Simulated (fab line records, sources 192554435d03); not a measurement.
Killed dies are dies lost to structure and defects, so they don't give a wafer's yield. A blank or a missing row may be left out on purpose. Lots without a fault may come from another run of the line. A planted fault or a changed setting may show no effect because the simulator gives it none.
fab line records | flow n5_finfet
record lots=7 wafers=39
route steps=1938 shown FIN_SAQP@130 FIN_CUT@176 HKMG_FIN@403 GATE_CUT@490 BEOL_M1@792 BEOL_M5@1115 BEOL_M11@1575
start_h: hours from the record's first day to the start of the lot's first wafer shown | wait_h: hours since the lot's step before | " the same as in the row above | L1.1+2: a row that stands for several wafers | - no value, or no start given | * or withheld: withheld | < > ~ a bound
route shown NAME@n: a module of which the file shows steps, and the number in the route of the first | usual: mean/standard deviation of fault-free wafers | same: alike in all rows | chamber/n: place in a boat | sites: the reading at each site | _std_site: their standard deviation | _edge_site: outer sites' mean less inner sites' | radius_mm: how far each site lies from the wafer's centre | mask NAME#n: copy n | behind: the tool/chamber that last shaped the wafer | hold: why the lot was held/for how many hours/how that ended | device: the transistor (n, p or np) that didn't switch | end of line: the same wafers' tests at the end of the route | a step without rows: its recipe alone | killed: dies lost to structure and defects at the first sort, not the wafer's yield | map: a wafer's dies, x killed, . not, _ none there
set.NAME: the setting as run; set.NAME@STEP: as run at that earlier step | model.NAME: the simulator's own value behind a step, which no gauge read
lots whose settings were changed on purpose; a table a step, a row a wafer
## steps
# step N5_FIN_SAQP_ETCH_65
# recipe chemistry=CF4 target=SiO2 target_depth_a=40 ion_energy_ev=350 time_s=4.4 pressure_mtorr=10 icp_w=800 bias_w=400 cf4_flow_sccm=80
# columns lot.wafer tool chamber start_h wait_h set.time_s model.etch.depth_nm
L074.1 rie_si-06 0 24.89 0.1 4.4 3.861
L074.4 " 3 " " 4.4 3.962
L074.6 " 1 " " 4.4 3.943
L075.1 rie_si-04 2 31.29 0.1 6.712 6.296
L075.2 " 0 " " 6.712 6.373
L075.3 " 1 " " 4.4 4.045
L075.4 " 3 " " 6.712 6.006
L075.5 " 2 " " 4.4 4.164
L075.6 " 3 " " 4.4 3.909
L083.1 rie_si-06 0 78.83 0.1 4.4 3.914
L083.2+5 " 2,1 " " 1.871 1.709
L083.3 " 1 " " 4.4 3.996
L083.4 " 3 " " 4.4 4.026
L083.6 " 2 " " 1.871 1.715
L084.1 rie_si-04 0 84.93 0.1 7.031 6.587
L084.2 " 1 " " 4.4 4.032
L084.3 " 3 " " 7.031 6.316
L084.4 " 2 " " 4.4 4.096
L084.5 " 1 " " 7.031 6.383
L084.6 " 2 " " 4.4 4.082
L091.1 rie_si-01 1 127.97 0.1 4.4 3.844
L091.2 " 0 " " 4.4 3.904
L091.3 " 3 " " 4.4 3.906
L091.4 " 2 " " 4.4 3.895
L091.5 " 2 " " 4.4 3.933
L091.6 " 3 " " 4.4 3.885
L093.1 rie_si-01 1 141.38 0.1 2.755 2.426
L093.2 " 2 " " 2.755 2.447
L093.3 " 0 " " 2.755 2.451
L093.4 " 3 " " 4.4 3.867
L093.5 " 0 " " 4.4 3.913
L093.6 " 1 " " 4.4 3.892
L094.1 rie_si-01 1 146.47 0.1 4.4 3.877
L094.2 " 0 " " 4.4 3.942
L094.3 " 2 " " 5.08 4.507
L094.4 " 0 " " 4.4 3.93
L094.5 " 1 " " 5.08 4.457
L094.6 " 2 " " 5.08 4.546
# step N5_FIN_CUT_CUT_ETCH_15
# recipe chemistry=HBr/Cl2/O2 target=Si target_depth_a=1000 bt_time_s=10 mask_material=SOC time_s=42.4 ion_energy_ev=* bias_w=* pressure_mtorr=10 icp_w=800 HBr_flow_sccm=150 Cl2_flow_sccm=80 O2_flow_sccm=12
# columns lot.wafer tool chamber start_h wait_h set.time_s model.etch.depth_nm model.FIN_CUT.feature_depth_nm model.SOC_of_FIN_CUT_COAT_18.thk_nm
L074.1 rie_si-03 1 27.98 0.1 42.4 102.3 102.2 170.4
L074.4 " 3 " " 42.4 99.37 99.4 171.2
L074.6 " 3 " " 42.4 99.88 99.8 170.4
L075.1 rie_si-03 2 34.49 0.1 53.38 129.1 129.2 159
L075.2 " 0 " " 53.38 127 127 160.4
L075.3 " 3 " " 42.4 98.94 99 170.6
L075.4 " 1 " " 42.4 101.9 101.8 170.2
L075.5 " 3 " " 53.38 124.3 124.4 161.6
L075.6 " 0 " " 42.4 101.5 101.4 169.6
L083.1 rie_si-02 3 83.01 0.1 28.71 68.27 68.2 182.6
L083.2 " 0 " " 42.4 101 101 170
L083.3 " 1 " " 28.71 66.85 66.8 183
L083.4 " 2 " " 42.4 98.69 98.6 171.6
L083.5 " 2 " " 42.4 98.88 98.8 171.8
L083.6 " 1 " " 28.71 67.27 67.2 182.6
L084.1 rie_si-05 2 88.09 0.1 23.58 55.04 55 187
L084.2 " 1 " " 42.4 99.06 99 170
L084.3 " 3 " " 23.58 54.85 54.8 187.2
L084.4 " 0 " " 42.4 98.99 99 171
L084.5 " 2 " " 42.4 99.54 99.6 170.6
L084.6 " 3 " " 23.58 54.89 54.8 186.2
L091.1 rie_si-02 2 131.25 0.1 42.4 97.75 97.8 170.4
L091.2 " 3 " " 63.08 149.1 149.2 152
L091.3 " 0 " " 63.08 147.7 147.8 152.2
L091.4 " 1 " " 63.08 145.4 145.4 153
L091.5 " 3 " " 42.4 99.67 99.6 170
L091.6 " 0 " " 42.4 98.96 99 170.6
L093.1 rie_si-02 1 145.39 0.1 42.4 98.82 98.8 169.6
L093.2 " 0 " " 42.4 99 99 169.2
L093.3 " 3 " " 34.1 79.92 80 177.2
L093.4 " 0 " " 34.1 79.49 79.4 177.6
L093.5 " 3 " " 34.1 80.13 80.2 176.4
L093.6 " 1 " " 42.4 98.65 98.6 170.4
L094.1 rie_si-03 2 150.44 0.1 17.73 42.32 42.4 191
L094.2 " 3 " " 42.4 98.03 98 170.2
L094.3 " 1 " " 17.73 42.32 42.4 191.2
L094.4 " 0 " " 42.4 100.2 100.2 169.8
L094.5 " 0 " " 17.73 42.22 42.2 191.4
L094.6 " 3 " " 42.4 97.68 97.6 170
# step N5_HKMG_FIN_ETCH_55
# recipe chemistry=N2/H2 target=SOC target_depth_a=2400 temp_c=40 time_s=300 ion_energy_ev=200 mask_material=SiARC pressure_mtorr=30 source_w=840 bias_w=150 n2_flow_sccm=200 h2_flow_sccm=200
# columns lot.wafer tool chamber start_h wait_h set.time_s model.etch.depth_nm model.HKMG_FIN.feature_depth_nm model.SiARC_of_HKMG_FIN_COAT_42.thk_nm
L074.1 rie_diel-01 2 76.54 0.0 300 242.8 242.8 20.8
L074.4 " 1 " " 300 233.8 233.8 21.8
L074.6 " 0 " " 300 235.2 235.2 21.4
L075.1 rie_diel-05 2 83.98 0.0 458.7 354.4 354.4 14
L075.2 " 1 " " 300 238.3 238.2 21.4
L075.3 " 3 " " 458.7 360.1 360 14.6
L075.4 " 0 " " 458.7 359.4 359.4 14.2
L075.5 " 2 " " 300 231.5 231.4 21.2
L075.6 " 3 " " 300 234.8 234.8 21.6
L083.1 rie_diel-01 0 126.59 0.0 300 231.6 231.6 21.6
L083.2 " 1 " " 300 231.5 231.6 21.8
L083.3 " 2 " " 300 242.2 242.2 20.8
L083.4 " 3 " " 300 236.7 236.8 21
L083.5 " 1 " " 300 230.6 230.6 21.8
L083.6 " 0 " " 300 235.8 235.8 21.4
L084.1 rie_diel-06 0 132.31 0.0 300 227.6 227.6 22.4
L084.2 " 1 " " 300 243.3 243.4 20.8
L084.3 " 3 " " 300 234.9 235 21.6
L084.4 " 1 " " 300 241 241 21.2
L084.5 " 3 " " 300 235.7 235.8 21.4
L084.6 " 0 " " 300 227.8 227.8 22.2
L091.1 rie_diel-01 1 176.94 0.0 300 225.6 225.6 22.4
L091.2 " 3 " " 162.1 127.7 127.8 27.6
L091.3 " 2 " " 162.1 130.5 130.4 27.4
L091.4 " 0 " " 300 235.5 235.4 21.6
L091.5 " 1 " " 300 225.5 225.6 22.4
L091.6 " 0 " " 162.1 127.1 127.2 27.8
L093.1 rie_diel-01 3 189.03 0.0 472.9 375.8 375.8 13.2
L093.2 " 0 " " 472.9 373.2 373.2 13.8
L093.3 " 1 " " 300 228.7 228.8 22.2
L093.4 " 2 " " 300 241.5 241.6 21.2
L093.5 " 3 " " 472.9 373.4 373.4 13.6
L093.6 " 2 " " 300 240.8 240.8 21.2
L094.1 rie_diel-01 1 199.56 0.0 243.4 186.2 186.2 24.8
L094.2 " 0 " " 243.4 190.9 191 24.4
L094.3 " 2 " " 243.4 195.1 195.2 24
L094.4 " 3 " " 300 237.1 237 21.4
L094.5 " 1 " " 300 229 229 22.4
L094.6 " 0 " " 300 237 237 21.6
# step N5_GATE_CUT_DESCUM_18
# recipe chemistry=O2 time_s=7 source_power_w=50 bias_power_w=20 pressure_mtorr=20 rf_frequency_hz=2.712e+07 temp_c=40 resist=CAR-EUV o2_flow_sccm=225
# columns lot.wafer tool chamber start_h wait_h set.time_s model.CAR-EUV_of_GATE_CUT_COAT_07.thk_nm model.GATE_CUT.cd_nm
L074.1+4 rie_diel-02 1,0 88.47 0.1 7 26 20
L074.6 " 1 " " 7 26 19.8
L075.1 rie_diel-03 0 95.34 0.0 8.473 25.4 19.8
L075.2 " 1 " " 7 26 19.4
L075.3 " 2 " " 8.473 25.4 19.6
L075.4 " 3 " " 7 26 19.6
L075.5 " 3 " " 8.473 25.2 20
L075.6 " 0 " " 7 26.2 19.8
L083.1 rie_diel-04 0 138.82 0.1 7 26 19.8
L083.2+6 " 2 " " 3.419 27.8 19.4
L083.3 " 3 " " 3.419 27.8 19.6
L083.4 " 1 " " 7 26 20
L083.5 " 1 " " 7 26.2 20
L084.1 rie_diel-04 1 145.22 0.1 7 26 20
L084.2 " 0 " " 9.582 24.8 20.2
L084.3 " 2 " " 7 26 19.8
L084.4 " 3 " " 7 25.8 19.8
L084.5 " 2 " " 9.582 24.6 20.4
L084.6 " 1 " " 9.582 24.8 20.4
L091.1+2+4 rie_diel-03 1,2,3 189.86 0.0 2.934 28.2 19.6
L091.3 " 0 " " 7 26.2 20
L091.5 " 0 " " 7 26.4 20
L091.6 " 3 " " 7 26.2 20.2
L093.1 rie_diel-03 2 201.71 0.0 7 26.2 19.6
L093.2+6 " 0 " " 7 26.2 19.8
L093.3 " 3 " " 7 26 20
L093.4 " 1 " " 7 26 19.8
L093.5 " 3 " " 7 26.2 20
L094.1+6 rie_diel-04 2,1 212.60 0.6 7 26 20
L094.2 " 0 " " 3.622 27.6 19.4
L094.3 " 1 " " 3.622 27.8 19.6
L094.4 " 3 " " 7 25.8 20
L094.5 " 0 " " 3.622 27.6 19.6
# step N5_GATE_CUT_ETCH_28
# recipe chemistry=N2/H2 target=underlayer target_depth_a=130 mask_material=CAR-EUV time_s=10.4 ion_energy_ev=200 pressure_mtorr=30 source_w=840 bias_w=150 n2_flow_sccm=200 h2_flow_sccm=200 ends=cleared
# columns lot.wafer tool chamber start_h wait_h set.time_s@GATE_CUT_DESCUM_18 model.GATE_CUT.cd_nm
L074.1+4 rie_diel-02 1,0 88.51 0.0 7 20
L074.6 " 1 " " 7 19.8
L075.1+5 rie_diel-03 0,3 95.37 0.0 8.473 20
L075.2 " 1 " " 7 19.4
L075.3 " 2 " " 8.473 19.8
L075.4+6 " 3,0 " " 7 19.8
L083.1+4+5 rie_diel-04 0,1,1 138.85 0.0 7 20
L083.2+6 " 2 " " 3.419 19.4
L083.3 " 3 " " 3.419 19.6
L084.1 rie_diel-04 1 145.26 0.0 7 20
L084.2 " 0 " " 9.582 20
L084.3+4 " 2,3 " " 7 19.8
L084.5+6 " 2,1 " " 9.582 20.2
L091.1+2+4 rie_diel-03 1,2,3 189.89 0.0 2.934 19.6
L091.3+6 " 0,3 " " 7 20.2
L091.5 " 0 " " 7 20
L093.1 rie_diel-03 2 201.74 0.0 7 19.6
L093.2+4+6 " 0,1,0 " " 7 19.8
L093.3+5 " 3 " " 7 20
L094.1+4 rie_diel-04 2,3 212.63 0.0 7 20
L094.2+3 " 0,1 " " 3.622 19.4
L094.5 " 0 " " 3.622 19.6
L094.6 " 1 " " 7 19.8
# step N5_BEOL_M1_ALD_98
# recipe material=SiO2 target_thk_a=25 temp_c=100 ald_precursor_family=BDEAS ald_co_reactant=O2-plasma pulse_time_s=1 co_reactant_pulse_time_s=1 purge_time_s=2 co_reactant_purge_time_s=2 ald_cycles=17 pressure_torr=2
# columns lot.wafer tool chamber start_h wait_h set.ald_cycles model.SiO2_of_BEOL_M1_ALD_98.thk_nm
L074.1+4+6 ald_sin-02 0,2,3 126.47 0.1 17 2.6
L075.1 ald_sin-02 2 139.75 0.4 17 2.6
L075.2+4+5 " 3,0,0 " " 26 3.8
L075.3+6 " 1,3 " " 17 2.4
L083.1 ald_sin-02 0 178.32 0.1 17 2.6
L083.2+3+4 " 1,2,3 " " 12 1.8
L083.5+6 " 1,2 " " 17 2.4
L084.1 ald_sin-02 2 186.12 0.3 17 2.4
L084.2+6 " 0 " " 17 2.6
L084.3+4+5 " 3,1,3 " " 25 3.6
L091.1+3+5 ald_sin-02 1,2,3 227.86 0.2 9 1.4
L091.2+4+6 " 0,3,0 " " 17 2.6
L093.1+2 ald_sin-03 3,0 239.61 0.3 17 2.6
L093.3+5+6 " 1,2,3 " " 10 1.4
L093.4 " 2 " " 17 2.4
L094.1+3+4 ald_sin-02 3,2,3 256.38 0.1 17 2.6
L094.2+6 " 0 " " 21 3.2
L094.5 " 2 " " 21 3
# step N5_BEOL_M1_ETCHBACK_99
# recipe chemistry=CHF3 target=SiO2 target_depth_a=50 time_s=10.4 source_w=215 bias_w=47 Ar_flow_sccm=200 CHF3_flow_sccm=12 ion_energy_ev=100 pressure_mtorr=30
# step N5_BEOL_M1_ETCH_70
# recipe chemistry=N2/H2 target=SOC target_depth_a=800 overetch_a=160 mask_material=SiARC temp_c=40 time_s=120 ion_energy_ev=200 pressure_mtorr=30 source_w=840 bias_w=150 n2_flow_sccm=200 h2_flow_sccm=200
# step N5_BEOL_M1_STRIP_71
# recipe chemistry=N2/H2 temp_c=40 n2_flow_sccm=200 h2_flow_sccm=200 rf_frequency_hz=6e+07
# step N5_BEOL_M1_STRIP_78
# recipe chemistry=N2/H2 temp_c=40 n2_flow_sccm=200 h2_flow_sccm=200 rf_frequency_hz=6e+07
# step N5_BEOL_M1_VIA_ETCH_34
# recipe chemistry=C4F6/O2 target_depth_a=678 mask_material=SOC pressure_mtorr=15 ion_energy_ev=250 taper_deg=4 time_s=64.4 source_w=350 bias_w=170 Ar_flow_sccm=300 C4F6_flow_sccm=10 O2_flow_sccm=10
# columns lot.wafer tool chamber start_h wait_h set.ald_cycles@BEOL_M1_ALD_98 model.BEOL_M1.cd_nm
L074.1 rie_diel-04 1 127.87 0.0 17 17.4
L074.4 " 3 " " 17 18
L074.6 " 2 " " 17 18.2
L075.1+3 rie_diel-03 2,0 140.52 0.0 17 18
L075.2 " 3 " " 26 15
L075.4+5 " 1,2 " " 26 15.2
L075.6 " 1 " " 17 17.8
L083.1 rie_diel-04 2 179.75 0.0 17 18.2
L083.2 " 1 " " 12 19.2
L083.3 " 0 " " 12 19
L083.4 " 2 " " 12 19.8
L083.5 " 0 " " 17 18
L083.6 " 1 " " 17 17.8
L084.1 rie_diel-04 0 188.07 0.0 17 17.6
L084.2 " 2 " " 17 18.4
L084.3 " 1 " " 25 15.4
L084.4+5 " 0,1 " " 25 15.6
L084.6 " 2 " " 17 18
L091.1 rie_diel-03 0 232.83 0.0 9 20.2
L091.2 " 1 " " 17 17.6
L091.3 " 2 " " 9 20
L091.4+6 " 3,2 " " 17 17.8
L091.5 " 1 " " 9 20.4
L093.1 rie_diel-03 0 242.30 0.0 17 18
L093.2+4 " 1,2 " " 17 18.2
L093.3+5+6 " 3,2,1 " " 10 20.4
L094.1+3 rie_diel-03 0,3 267.57 0.0 17 17.8
L094.2 " 2 " " 21 16.8
L094.4 " 1 " " 17 17.2
L094.5 " 0 " " 21 16.6
L094.6 " 3 " " 21 16.4
# step N5_BEOL_M5_PECVD_70
# recipe material=SiO2 target_thk_a=160 temp_c=400 precursor=TEOS/O2 pressure_torr=5.5 rf_w=450 teos_flow_sccm=53.8 gas=O2 flow_sccm=3000 time_s=18
# columns lot.wafer tool chamber start_h wait_h set.time_s model.SiO2_of_BEOL_M5_PECVD_70.thk_nm
L074.1 pecvd-02 2 163.32 0.0 18 15.8
L074.4+6 " 2 " " 18 16
L075.1 pecvd-04 0 174.97 0.0 18 15.6
L075.2+3 " 2,1 " " 18 16
L075.4 " 1 " " 18 16.4
L075.5+6 " 0,2 " " 18 16.2
L083.1 pecvd-02 0 222.59 0.0 18 15.6
L083.2+4 " 2,0 " " 18 16
L083.3+5 " 1,2 " " 27.99 24.8
L083.6 " 1 " " 27.99 25
L084.1 pecvd-04 0 231.74 0.0 18 15.8
L084.2+3 " 2,1 " " 18 16
L084.4+5+6 " 1,2,0 " " 18 16.4
L091.1 pecvd-03 1 262.99 0.0 18 16.2
L091.2+3 " 0,2 " " 18 15.6
L091.4 " 1 " " 18 16.4
L091.5+6 " 0,2 " " 18 15.8
L093.1 pecvd-02 2 289.98 0.0 18 16
L093.2+3+6 " 0,1,0 " " 8.778 8.2
L093.4 " 2 " " 18 16.2
L093.5 " 1 " " 18 16.6
L094.1 pecvd-04 2 310.92 0.0 18 16
L094.2 " 1 " " 8.586 7.6
L094.3 " 0 " " 18 15.8
L094.4 " 1 " " 8.586 8
L094.5 " 2 " " 18 16.4
L094.6 " 0 " " 8.586 7.8
# step N5_BEOL_M5_DEP_56
# recipe material=SiCN target_thk_a=80 temp_c=withheld precursor=3MS/NH3 pressure_torr=3 rf_w=202 time_s=14
# columns lot.wafer tool chamber start_h wait_h set.time_s model.SiCN_of_BEOL_M5_DEP_56.thk_nm
L074.1 pecvd-04 2 175.92 0.0 14 7.8
L074.4+6 " 1,0 " " 14 8
L075.1+3+4 pecvd-03 2,1,2 185.85 0.0 9.923 5.6
L075.2+5+6 " 0,1,0 " " 14 7.8
L083.1 pecvd-04 0 233.98 0.0 11.34 6.4
L083.2+6 " 1 " " 14 8.2
L083.3 " 2 " " 14 8
L083.4 " 2 " " 11.34 6.6
L083.5 " 0 " " 11.34 6.8
L084.1+4 pecvd-02 2,0 243.70 0.0 6.996 4
L084.2+5 " 1,2 " " 14 8
L084.3 " 0 " " 14 7.8
L084.6 " 1 " " 6.996 4.2
L091.1 pecvd-04 0 274.02 0.0 5.809 3.4
L091.2 " 1 " " 5.809 3.6
L091.3 " 2 " " 5.809 3
L091.4+5 " 0,2 " " 14 8
L091.6 " 1 " " 14 8.2
L093.1+3 pecvd-04 1,2 301.05 0.0 17.3 9.8
L093.2 " 0 " " 14 8
L093.4+6 " 0,2 " " 14 8.2
L093.5 " 1 " " 17.3 10
L094.1 pecvd-04 2 321.40 0.0 11.67 6.6
L094.2+5 " 0 " " 11.67 6.8
L094.3+4+6 " 1,2,1 " " 14 8
# step N5_BEOL_M11_VIA_ETCH_34
# recipe chemistry=C4F6/O2 target=SiCOH_lowk target_depth_a=1845 mask_material=SOC taper_deg=4 time_s=69.2 ion_energy_ev=250 pressure_mtorr=30 source_w=345 bias_w=185 Ar_flow_sccm=300 C4F6_flow_sccm=10 O2_flow_sccm=10
# columns lot.wafer tool chamber start_h wait_h set.time_s model.etch.depth_nm model.SOC_of_BEOL_M11_COAT_63.thk_nm
L074.1 rie_diel-04 3 223.87 0.0 69.2 192.6 92.2
L074.4 " 1 " " 69.2 181.6 92.8
L074.6 " 3 " " 69.2 192.8 92.6
L075.1 rie_diel-02 2 232.41 0.0 55.92 151.4 92.8
L075.2 " 1 " " 69.2 186.4 91.8
L075.3 " 3 " " 69.2 185.1 91.4
L075.4 " 0 " " 55.92 147.4 93
L075.5 " 0 " " 69.2 183.2 91.8
L075.6 " 1 " " 55.92 152.4 93
L083.1 rie_diel-02 1 278.25 0.0 69.2 186.8 91.8
L083.2 " 2 " " 55.51 148.3 92.8
L083.3 " 0 " " 69.2 185.1 91.4
L083.4 " 3 " " 55.51 150.9 93
L083.5 " 2 " " 55.51 148.5 93.4
L083.6 " 3 " " 69.2 187 91.4
L084.1 rie_diel-02 1 290.80 0.0 31.73 86.23 95.6
L084.2 " 2 " " 31.73 85.23 95.4
L084.3 " 3 " " 69.2 187.1 91
L084.4 " 0 " " 69.2 183.5 91.6
L084.5 " 0 " " 31.73 83.8 96
L084.6 " 1 " " 69.2 187.1 91.4
L091.1 rie_diel-03 3 318.25 0.0 69.2 184.2 92
L091.2 " 0 " " 69.2 182.3 92
L091.3 " 2 " " 69.2 179.4 92
L091.4 " 1 " " 69.2 179.3 92.2
L091.5 " 2 " " 69.2 177.6 92.2
L091.6 " 3 " " 69.2 184.8 91.8
L093.1 rie_diel-03 3 351.35 0.0 69.2 184 92
L093.2 " 0 " " 69.2 179.9 92
L093.3 " 2 " " 108.5 279.1 87.6
L093.4 " 1 " " 108.5 278.7 87.6
L093.5 " 1 " " 69.2 178.8 92
L093.6 " 2 " " 108.5 280.8 87.2
L094.1 rie_diel-02 1 379.19 0.0 69.2 184.8 92.4
L094.2 " 3 " " 39.36 104.9 95.4
L094.3 " 0 " " 39.36 105.7 95.4
L094.4 " 2 " " 39.36 106.1 95.4
L094.5 " 2 " " 69.2 186.4 91.8
L094.6 " 1 " " 69.2 185.2 92.4
## key
split step=N5_FIN_SAQP_ETCH_65 setting=time_s stated=4.4 by=wafer
response step=N5_FIN_SAQP_ETCH_65 reading=model.etch.depth_nm change=+0.0399 per=1% r=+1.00
split step=N5_FIN_CUT_CUT_ETCH_15 setting=time_s stated=42.4 by=wafer
response step=N5_FIN_CUT_CUT_ETCH_15 reading=model.etch.depth_nm change=+0.987 per=1% r=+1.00
response step=N5_FIN_CUT_CUT_ETCH_15 reading=model.FIN_CUT.feature_depth_nm change=+0.987 per=1% r=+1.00
response step=N5_FIN_CUT_CUT_ETCH_15 reading=model.SOC_of_FIN_CUT_COAT_18.thk_nm change=-0.366 per=1% r=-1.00
split step=N5_HKMG_FIN_ETCH_55 setting=time_s stated=300 by=wafer
response step=N5_HKMG_FIN_ETCH_55 reading=model.etch.depth_nm change=+2.31 per=1% r=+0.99
response step=N5_HKMG_FIN_ETCH_55 reading=model.HKMG_FIN.feature_depth_nm change=+2.31 per=1% r=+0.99
response step=N5_HKMG_FIN_ETCH_55 reading=model.SiARC_of_HKMG_FIN_COAT_42.thk_nm change=-0.133 per=1% r=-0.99
split step=N5_GATE_CUT_DESCUM_18 setting=time_s stated=7 by=wafer
response step=N5_GATE_CUT_DESCUM_18 reading=model.CAR-EUV_of_GATE_CUT_COAT_07.thk_nm change=-0.034 per=1% r=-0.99
response step=N5_GATE_CUT_DESCUM_18 reading=model.GATE_CUT.cd_nm change=+0.00938 per=1% r=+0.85
response step=N5_GATE_CUT_ETCH_28 reading=model.GATE_CUT.cd_nm change=+0.00951 per=1% r=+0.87
split step=N5_BEOL_M1_ALD_98 setting=ald_cycles stated=17 by=wafer
response step=N5_BEOL_M1_ALD_98 reading=model.SiO2_of_BEOL_M1_ALD_98.thk_nm change=+0.0248 per=1% r=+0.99
response step=N5_BEOL_M1_VIA_ETCH_34 reading=model.BEOL_M1.cd_nm change=-0.0519 per=1% r=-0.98
split step=N5_BEOL_M5_PECVD_70 setting=time_s stated=18 by=wafer
response step=N5_BEOL_M5_PECVD_70 reading=model.SiO2_of_BEOL_M5_PECVD_70.thk_nm change=+0.159 per=1% r=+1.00
split step=N5_BEOL_M5_DEP_56 setting=time_s stated=14 by=wafer
response step=N5_BEOL_M5_DEP_56 reading=model.SiCN_of_BEOL_M5_DEP_56.thk_nm change=+0.0785 per=1% r=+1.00
split step=N5_BEOL_M11_VIA_ETCH_34 setting=time_s stated=69.2 by=wafer
response step=N5_BEOL_M11_VIA_ETCH_34 reading=model.etch.depth_nm change=+1.81 per=1% r=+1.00
response step=N5_BEOL_M11_VIA_ETCH_34 reading=model.SOC_of_BEOL_M11_COAT_63.thk_nm change=-0.078 per=1% r=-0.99
